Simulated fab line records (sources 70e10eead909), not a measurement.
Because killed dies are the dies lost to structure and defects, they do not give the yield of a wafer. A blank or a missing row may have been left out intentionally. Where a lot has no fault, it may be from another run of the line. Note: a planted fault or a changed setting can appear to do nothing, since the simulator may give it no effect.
What tool caused it? :: flow nandHarc :: 14 lots with 42 wafers sampled at 4 steps, on a route of 1302 steps

== WHAT THE GAUGES SHOWED, per wafer ==
The record lacks any reading of a measuring or inspecting step that a usual standard deviation could be used to judge.

== EACH LOT AND THE TOOL THAT RAN IT (in order: tool; ch and the chambers of the sampled wafers; start) ==
lot: L894
NHARC_P_M2_CMP_23: cmp-03 ch 0,2,3, day 7 03:20
NHARC_P_M2_DEP_33: pecvd-04 ch 0,1,2, day 7 03:58
NHARC_P_BONDPAD_ETCH_24: rieDiel-06 ch 1,2,3, day 7 06:14
NHARC_P_BONDPAD_DEGAS_25: pvdSputter-02, day 7 06:38

lot: L895
NHARC_P_M2_CMP_23: cmp-04 ch 0,1,3, day 7 06:47
NHARC_P_M2_DEP_33: pecvd-04 ch 1,2, day 7 07:23
NHARC_P_BONDPAD_ETCH_24: rieDiel-10 ch 2,3, day 7 09:46
NHARC_P_BONDPAD_DEGAS_25: pvdSputter-03, day 7 10:10

lot: L896
NHARC_P_M2_CMP_23: cmp-02 ch 1,2,3, day 7 13:49
NHARC_P_M2_DEP_33: pecvd-03 ch 0,2, day 7 14:26
NHARC_P_BONDPAD_ETCH_24: rieDiel-09 ch 0,2,3, day 7 16:49
NHARC_P_BONDPAD_DEGAS_25: pvdSputter-02, day 7 17:13

lot: L897
NHARC_P_M2_CMP_23: cmp-03 ch 0,1, day 8 03:07
NHARC_P_M2_DEP_33: pecvd-02 ch 0,2, day 8 03:47
NHARC_P_BONDPAD_ETCH_24: rieDiel-10 ch 2,3, day 8 06:00
NHARC_P_BONDPAD_DEGAS_25: pvdSputter-02, day 8 06:24

lot: L898
NHARC_P_M2_CMP_23: cmp-02 ch 1,3, day 8 21:40
NHARC_P_M2_DEP_33: pecvd-04 ch 1,2, day 8 22:22
NHARC_P_BONDPAD_ETCH_24: rieDiel-09 ch 0,1,2, day 9 00:40
NHARC_P_BONDPAD_DEGAS_25: pvdSputter-03, day 9 01:04

lot: L899
NHARC_P_M2_CMP_23: cmp-02 ch 0,1,2, day 8 22:28
NHARC_P_M2_DEP_33: pecvd-04 ch 0,1,2, day 8 23:11
NHARC_P_BONDPAD_ETCH_24: rieDiel-10 ch 1,2, day 9 01:28
NHARC_P_BONDPAD_DEGAS_25: pvdSputter-02, day 9 01:51

lot: L900
NHARC_P_M2_CMP_23: cmp-03 ch 0,1,2, day 9 16:16
NHARC_P_M2_DEP_33: pecvd-03 ch 0,1, day 9 16:53
NHARC_P_BONDPAD_ETCH_24: rieDiel-10 ch 0,1,3, day 9 19:14
NHARC_P_BONDPAD_DEGAS_25: pvdSputter-02, day 9 19:38

lot: L902
NHARC_P_M2_CMP_23: cmp-02 ch 2,3, day 10 04:47
NHARC_P_M2_DEP_33: pecvd-04 ch 0,2, day 10 05:29
NHARC_P_BONDPAD_ETCH_24: rieDiel-09 ch 1,2,3, day 10 07:50
NHARC_P_BONDPAD_DEGAS_25: pvdSputter-01, day 10 08:17

lot: L903
NHARC_P_M2_CMP_23: cmp-03 ch 0,2,3, day 10 20:02
NHARC_P_M2_DEP_33: pecvd-03 ch 1,2, day 10 20:43
NHARC_P_BONDPAD_ETCH_24: rieDiel-10 ch 0,2, day 10 22:57
NHARC_P_BONDPAD_DEGAS_25: pvdSputter-01, day 10 23:23

lot: L904
NHARC_P_M2_CMP_23: cmp-04 ch 1,2, day 11 04:14
NHARC_P_M2_DEP_33: pecvd-03 ch 0,1,2, day 11 04:51
NHARC_P_BONDPAD_ETCH_24: rieDiel-09 ch 1,2,3, day 11 07:15
NHARC_P_BONDPAD_DEGAS_25: pvdSputter-02, day 11 07:40

lot: L907
NHARC_P_M2_CMP_23: cmp-03 ch 1,3, day 12 12:21
NHARC_P_M2_DEP_33: pecvd-03 ch 0,2, day 12 13:02
NHARC_P_BONDPAD_ETCH_24: rieDiel-09 ch 0,1, day 12 15:24
NHARC_P_BONDPAD_DEGAS_25: pvdSputter-03, day 12 15:48

lot: L914
NHARC_P_M2_CMP_23: cmp-03 ch 1,2, day 14 20:36
NHARC_P_M2_DEP_33: pecvd-04 ch 0,1,2, day 14 21:19
NHARC_P_BONDPAD_ETCH_24: rieDiel-09 ch 0,1,3, day 14 23:38
NHARC_P_BONDPAD_DEGAS_25: pvdSputter-03, day 15 00:02

lot: L913
NHARC_P_M2_CMP_23: cmp-04 ch 0,1,2, day 14 21:11
NHARC_P_M2_DEP_33: pecvd-04 ch 1,2, day 14 21:52
NHARC_P_BONDPAD_ETCH_24: rieDiel-09 ch 0,2,3, day 15 00:13
NHARC_P_BONDPAD_DEGAS_25: pvdSputter-02, day 15 00:39

lot: L915
NHARC_P_M2_CMP_23: cmp-02 ch 0,1,2, day 15 09:00
NHARC_P_M2_DEP_33: pecvd-03 ch 0,1, day 15 09:41
NHARC_P_BONDPAD_ETCH_24: rieDiel-06 ch 0,2,3, day 15 11:57
NHARC_P_BONDPAD_DEGAS_25: pvdSputter-01, day 15 12:28
- NHARC_P_M2_CMP_23: polishes, t overpolish 20 s, target thk 144.3 nm.
- NHARC_P_M2_DEP_33: deposits SiCN, target thk 30 nm.
- NHARC_P_BONDPAD_ETCH_24: etches the open film in CF4/N2, target depth 30 nm, time 72.99 s.
- NHARC_P_BONDPAD_DEGAS_25: time 60 s.

== WHAT THE TOOLS THEMSELVES READ (means of the sampled wafers that have a number; where no wafer has one, the mark that the record gives instead) ==
NHARC_P_M2_CMP_23. Usual: motorCurrentA 11.0 A, standard deviation 1.3; slurryFlowMlMin 150.0, standard deviation 0.41; timeToEndpointS 28.6 s, standard deviation 1.6.
lot: L894
tool: cmp-03
motorCurrentA (A): 10.3
slurryFlowMlMin: 149.5
timeToEndpointS (s): 29.1
flag: 

lot: L895
tool: cmp-04
motorCurrentA (A): 10.6
slurryFlowMlMin: 149.5
timeToEndpointS (s): 28.7
flag: 

lot: L896
tool: cmp-02
motorCurrentA (A): 11.4
slurryFlowMlMin: 149.7
timeToEndpointS (s): 28.7
flag: 

lot: L897
tool: cmp-03
motorCurrentA (A): 12.7
slurryFlowMlMin: 149.8
timeToEndpointS (s): 27.7
flag: 

lot: L898
tool: cmp-02
motorCurrentA (A): 11.0
slurryFlowMlMin: 149.7
timeToEndpointS (s): 27.9
flag: 

lot: L899
tool: cmp-02
motorCurrentA (A): 10.5
slurryFlowMlMin: 149.9
timeToEndpointS (s): 29.5
flag: 

lot: L900
tool: cmp-03
motorCurrentA (A): 11.1
slurryFlowMlMin: 150.3
timeToEndpointS (s): 27.0
flag: 

lot: L902
tool: cmp-02
motorCurrentA (A): 11.6
slurryFlowMlMin: 149.9
timeToEndpointS (s): 29.1
flag: 

lot: L903
tool: cmp-03
motorCurrentA (A): 10.5
slurryFlowMlMin: 149.6
timeToEndpointS (s): 26.9
flag: 

lot: L904
tool: cmp-04
motorCurrentA (A): 10.7
slurryFlowMlMin: 150.2
timeToEndpointS (s): 28.0
flag: 

lot: L907
tool: cmp-03
motorCurrentA (A): 11.5
slurryFlowMlMin: 150.1
timeToEndpointS (s): 28.3
flag: 

lot: L914
tool: cmp-03
motorCurrentA (A): 11.2
slurryFlowMlMin: 150.2
timeToEndpointS (s): 30.5
flag: 

lot: L913
tool: cmp-04
motorCurrentA (A): 10.5
slurryFlowMlMin: 150.2
timeToEndpointS (s): 26.9
flag: 

lot: L915
tool: cmp-02
motorCurrentA (A): 10.7
slurryFlowMlMin: 150.3
timeToEndpointS (s): 29.9
flag: 

NHARC_P_M2_DEP_33. Usual: heaterPowerW 543 W, standard deviation 88; showerheadVppV 1305 V, standard deviation 47.
lot: L894
tool: pecvd-04
heaterPowerW (W): 503
showerheadVppV (V): 1332
flag: 

lot: L895
tool: pecvd-04
heaterPowerW (W): 520
showerheadVppV (V): 1364
flag: 

lot: L896
tool: pecvd-03
heaterPowerW (W): 530
showerheadVppV (V): 1320
flag: 

lot: L897
tool: pecvd-02
heaterPowerW (W): 516
showerheadVppV (V): 1320
flag: 

lot: L898
tool: pecvd-04
heaterPowerW (W): 528
showerheadVppV (V): 1350
flag: 

lot: L899
tool: pecvd-04
heaterPowerW (W): 508
showerheadVppV (V): 1317
flag: 

lot: L900
tool: pecvd-03
heaterPowerW (W): 596
showerheadVppV (V): 1297
flag: 

lot: L902
tool: pecvd-04
heaterPowerW (W): 524
showerheadVppV (V): 1334
flag: 

lot: L903
tool: pecvd-03
heaterPowerW (W): 687
showerheadVppV (V): 1309
flag: 

lot: L904
tool: pecvd-03
heaterPowerW (W): 621
showerheadVppV (V): 1328
flag: 

lot: L907
tool: pecvd-03
heaterPowerW (W): 560
showerheadVppV (V): 1313
flag: 

lot: L914
tool: pecvd-04
heaterPowerW (W): 574
showerheadVppV (V): 1310
flag: 

lot: L913
tool: pecvd-04
heaterPowerW (W): 554
showerheadVppV (V): 1345
flag: 

lot: L915
tool: pecvd-03
heaterPowerW (W): 653
showerheadVppV (V): 1308
flag: 

NHARC_P_BONDPAD_ETCH_24. Usual: drypumpMotorCurrentA 5.9 A, standard deviation 0.57; oesProductAu 1.000 a.u., standard deviation 0.0077; rfVppV 314.9 V, standard deviation 2.1; showerheadPlenumPTorr 2.66 Torr, standard deviation 0.11; throttleValvePct 19.794 %, standard deviation 0.0093.
lot: L894
tool: rieDiel-06
drypumpMotorCurrentA (A): 6.0
oesProductAu (a.u.): 1.002
rfVppV (V): 315.0
showerheadPlenumPTorr (Torr): 2.70
throttleValvePct (%): 19.784
flag: 

lot: L895
tool: rieDiel-10
drypumpMotorCurrentA (A): 4.9
oesProductAu (a.u.): 0.993
rfVppV (V): 312.8
showerheadPlenumPTorr (Torr): 2.50
throttleValvePct (%): 19.794
flag: 

lot: L896
tool: rieDiel-09
drypumpMotorCurrentA (A): 6.3
oesProductAu (a.u.): 1.002
rfVppV (V): 315.1
showerheadPlenumPTorr (Torr): 2.69
throttleValvePct (%): 19.793
flag: 

lot: L897
tool: rieDiel-10
drypumpMotorCurrentA (A): 5.1
oesProductAu (a.u.): 0.999
rfVppV (V): 311.3
showerheadPlenumPTorr (Torr): 2.50
throttleValvePct (%): 19.806
flag: 

lot: L898
tool: rieDiel-09
drypumpMotorCurrentA (A): 6.4
oesProductAu (a.u.): 1.004
rfVppV (V): 315.8
showerheadPlenumPTorr (Torr): 2.75
throttleValvePct (%): 19.798
flag: 

lot: L899
tool: rieDiel-10
drypumpMotorCurrentA (A): 5.7
oesProductAu (a.u.): 0.998
rfVppV (V): 312.4
showerheadPlenumPTorr (Torr): 2.56
throttleValvePct (%): 19.790
flag: 

lot: L900
tool: rieDiel-10
drypumpMotorCurrentA (A): 5.6
oesProductAu (a.u.): 0.988
rfVppV (V): 315.2
showerheadPlenumPTorr (Torr): 2.61
throttleValvePct (%): 19.801
flag: 

lot: L902
tool: rieDiel-09
drypumpMotorCurrentA (A): 6.3
oesProductAu (a.u.): 1.002
rfVppV (V): 316.1
showerheadPlenumPTorr (Torr): 2.74
throttleValvePct (%): 19.803
flag: 

lot: L903
tool: rieDiel-10
drypumpMotorCurrentA (A): 5.6
oesProductAu (a.u.): 1.004
rfVppV (V): 313.4
showerheadPlenumPTorr (Torr): 2.58
throttleValvePct (%): 19.793
flag: 

lot: L904
tool: rieDiel-09
drypumpMotorCurrentA (A): 6.3
oesProductAu (a.u.): 1.008
rfVppV (V): 316.0
showerheadPlenumPTorr (Torr): 2.74
throttleValvePct (%): 19.804
flag: 

lot: L907
tool: rieDiel-09
drypumpMotorCurrentA (A): 6.4
oesProductAu (a.u.): 0.996
rfVppV (V): 316.2
showerheadPlenumPTorr (Torr): 2.73
throttleValvePct (%): 19.786
flag: 

lot: L914
tool: rieDiel-09
drypumpMotorCurrentA (A): 6.3
oesProductAu (a.u.): 0.885
rfVppV (V): 314.4
showerheadPlenumPTorr (Torr): 2.67
throttleValvePct (%): 19.795
flag: OFF

lot: L913
tool: rieDiel-09
drypumpMotorCurrentA (A): 6.3
oesProductAu (a.u.): 0.879
rfVppV (V): 315.8
showerheadPlenumPTorr (Torr): 2.69
throttleValvePct (%): 19.796
flag: OFF

lot: L915
tool: rieDiel-06
drypumpMotorCurrentA (A): 5.5
oesProductAu (a.u.): 0.991
rfVppV (V): 314.6
showerheadPlenumPTorr (Torr): 2.66
throttleValvePct (%): 19.794
flag: 

NHARC_P_BONDPAD_DEGAS_25. Usual: heaterPowerW reads 454 W (standard deviation 46).
lot: L894
tool: pvdSputter-02
heaterPowerW (W): 448
flag: 

lot: L895
tool: pvdSputter-03
heaterPowerW (W): 446
flag: 

lot: L896
tool: pvdSputter-02
heaterPowerW (W): 462
flag: 

lot: L897
tool: pvdSputter-02
heaterPowerW (W): 445
flag: 

lot: L898
tool: pvdSputter-03
heaterPowerW (W): 442
flag: 

lot: L899
tool: pvdSputter-02
heaterPowerW (W): 464
flag: 

lot: L900
tool: pvdSputter-02
heaterPowerW (W): 444
flag: 

lot: L902
tool: pvdSputter-01
heaterPowerW (W): 473
flag: 

lot: L903
tool: pvdSputter-01
heaterPowerW (W): 456
flag: 

lot: L904
tool: pvdSputter-02
heaterPowerW (W): 471
flag: 

lot: L907
tool: pvdSputter-03
heaterPowerW (W): 437
flag: 

lot: L914
tool: pvdSputter-03
heaterPowerW (W): 453
flag: 

lot: L913
tool: pvdSputter-02
heaterPowerW (W): 451
flag: 

lot: L915
tool: pvdSputter-01
heaterPowerW (W): 504
flag: 

== THE ANSWER, worked out from the rows above alone ==
Rule: lot off if the mean of its wafers having a number is beyond 3 standard deviations from the usual mean. Also off: a lot with no number at a reading for which 4 or more lots have one. Where the step has rows for the other lots, those lots are counted as sound. Order of review: gauges by route order, followed by the tools' own readings, for which a lot's mean as printed above is used. The first step at which some lot is off is used, and at that step the reading that is off furthest; a lot without a number counts as furthest.
Off: L914, L913 (NHARC_P_BONDPAD_ETCH_24, oesProductAu).
A tool fits if, at that step or a process step before it, it ran every lot that is off, and no sound lot after the first of them. 2 tools fit, pecvd-04 at NHARC_P_M2_DEP_33 and rieDiel-09 at NHARC_P_BONDPAD_ETCH_24, so this cannot tell which one it is.

== WHAT WAS PUT IN BY THE SIMULATOR ==
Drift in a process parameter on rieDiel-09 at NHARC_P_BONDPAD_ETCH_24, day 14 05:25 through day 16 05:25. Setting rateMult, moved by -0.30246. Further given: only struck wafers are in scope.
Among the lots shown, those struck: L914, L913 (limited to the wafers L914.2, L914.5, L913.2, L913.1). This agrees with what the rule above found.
